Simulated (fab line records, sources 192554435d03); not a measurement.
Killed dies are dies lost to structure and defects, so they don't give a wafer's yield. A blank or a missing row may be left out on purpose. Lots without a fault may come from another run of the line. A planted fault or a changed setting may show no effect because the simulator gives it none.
Which tool did it? | flow n5_finfet | 11 lots, 31 wafers sampled, at 2 steps of a route of 1938

WHAT THE GAUGES READ, wafer by wafer
N5_PASSIVATION_CD_MEAS_10: target cd 3000 nm. Usual: cd_nm 2999.3 nm, standard deviation 2.6.
lot  | measured     | on        | cd_nm (nm)           | flag
L403 | day 13 12:25 | cd_sem-01 | 3003.5 3001.3 2997.0 |
L404 | day 13 12:16 | cd_sem-02 | 2996.8 2999.3 2994.1 |
L407 | day 13 17:13 | cd_sem-02 | 2997.6 2998.8 2998.6 |
L411 | day 15 02:55 | cd_sem-01 | 2997.5 2997.4 2998.8 |
L412 | day 15 06:46 | cd_sem-01 | 2999.7 2999.1 3001.0 |
L413 | day 16 10:52 | cd_sem-03 | 3000.0 3002.8 3000.5 |
L415 | day 16 22:37 | cd_sem-02 | 2999.7 3000.1 2997.3 |
L420 | day 18 01:16 | cd_sem-03 | 2996.0 2995.7 2998.3 |
L422 | day 18 14:43 | cd_sem-02 | 2999.5 2999.4        |
L423 | day 18 15:34 | cd_sem-01 | 2998.5 2999.5        |
L424 | day 18 15:44 | cd_sem-03 | 3003.1 2997.8 2996.7 |

WHICH TOOL RAN EACH LOT (tool, then ch and the chambers of the sampled wafers, then the start)
lot  | N5_PMOS_HMC_CHANNEL_EPI_ETCH_32
L403 | rie_diel-03 ch 0,2,3, day 1 23:22
L404 | rie_diel-01 ch 0,1, day 2 05:40
L407 | rie_diel-04 ch 0,1,3, day 2 23:21
L411 | rie_diel-03 ch 0,2, day 3 23:49
L412 | rie_diel-03 ch 0,3, day 4 06:04
L413 | rie_diel-03 ch 1,2, day 4 11:47
L415 | rie_diel-03 ch 1,2,3, day 4 23:23
L420 | rie_diel-01 ch 1,2,3, day 6 06:13
L422 | rie_diel-04 ch 1,2, day 6 17:30
L423 | rie_diel-01 ch 0,1, day 6 23:37
L424 | rie_diel-03 ch 0,2,3, day 7 05:36
- N5_PMOS_HMC_CHANNEL_EPI_ETCH_32: etches BARC in N2/H2, stops on SiO2, target depth 85.8 nm, time 50.3 s.

WHAT THE TOOLS THEMSELVES READ (means of the sampled wafers that have a number; where no wafer has one, the mark that the record gives instead)
N5_PMOS_HMC_CHANNEL_EPI_ETCH_32. Usual: drypump_motor_current_A 5.5 A, standard deviation 0.46; oes_product_au 0.66 a.u., standard deviation 0.064; rf_vpp_V 522.9 V, standard deviation 2.3; showerhead_plenum_p_Torr 2.50 Torr, standard deviation 0.075; throttle_valve_pct 17.95 %, standard deviation 0.21.
lot  | tool        | drypump_motor_current_A (A) | oes_product_au (a.u.) | rf_vpp_V (V) | showerhead_plenum_p_Torr (Torr) | throttle_valve_pct (%) | flag
L403 | rie_diel-03 | 5.4                         | 0.73                  | 522.5        | 2.49                            | 17.74                  |
L404 | rie_diel-01 | 5.3                         | 0.63                  | 519.1        | 2.41                            | 18.13                  |
L407 | rie_diel-04 | 5.8                         | 0.66                  | 525.3        | 2.58                            | 18.03                  |
L411 | rie_diel-03 | 5.0                         | 0.64                  | 521.3        | 2.44                            | 17.73                  |
L412 | rie_diel-03 | 5.4                         | 0.66                  | 521.2        | 2.41                            | 17.72                  |
L413 | rie_diel-03 | 5.4                         | 0.66                  | 523.2        | 2.55                            | 18.01                  |
L415 | rie_diel-03 | 5.6                         | 0.70                  | 523.2        | 2.53                            | 17.91                  |
L420 | rie_diel-01 | 5.4                         | 0.70                  | 523.3        | 2.50                            | 17.79                  |
L422 | rie_diel-04 | 5.2                         | 0.65                  | 522.0        | 2.49                            | 17.89                  |
L423 | rie_diel-01 | 5.2                         | 0.62                  | 520.6        | 2.41                            | 18.19                  |
L424 | rie_diel-03 | 5.4                         | 0.74                  | 524.7        | 2.57                            | 17.68                  |

THE ANSWER, worked out from the rows above alone
Rule: a lot is off if the mean of its wafers that have a number lies more than 3 standard deviations from the usual mean. A lot without any number at a reading at which 4 lots or more have one is off too. The other lots that the step has rows for count as sound. The gauges are gone through in route order, then the tools' own readings, and for those a lot's mean is taken as printed above. The first step at which some lot is off is used, and at that step the reading that is off furthest; a lot without a number counts as furthest.
No lot is off at any reading shown: from this, nothing can be told.

WHAT THE SIMULATOR HAD PUT IN
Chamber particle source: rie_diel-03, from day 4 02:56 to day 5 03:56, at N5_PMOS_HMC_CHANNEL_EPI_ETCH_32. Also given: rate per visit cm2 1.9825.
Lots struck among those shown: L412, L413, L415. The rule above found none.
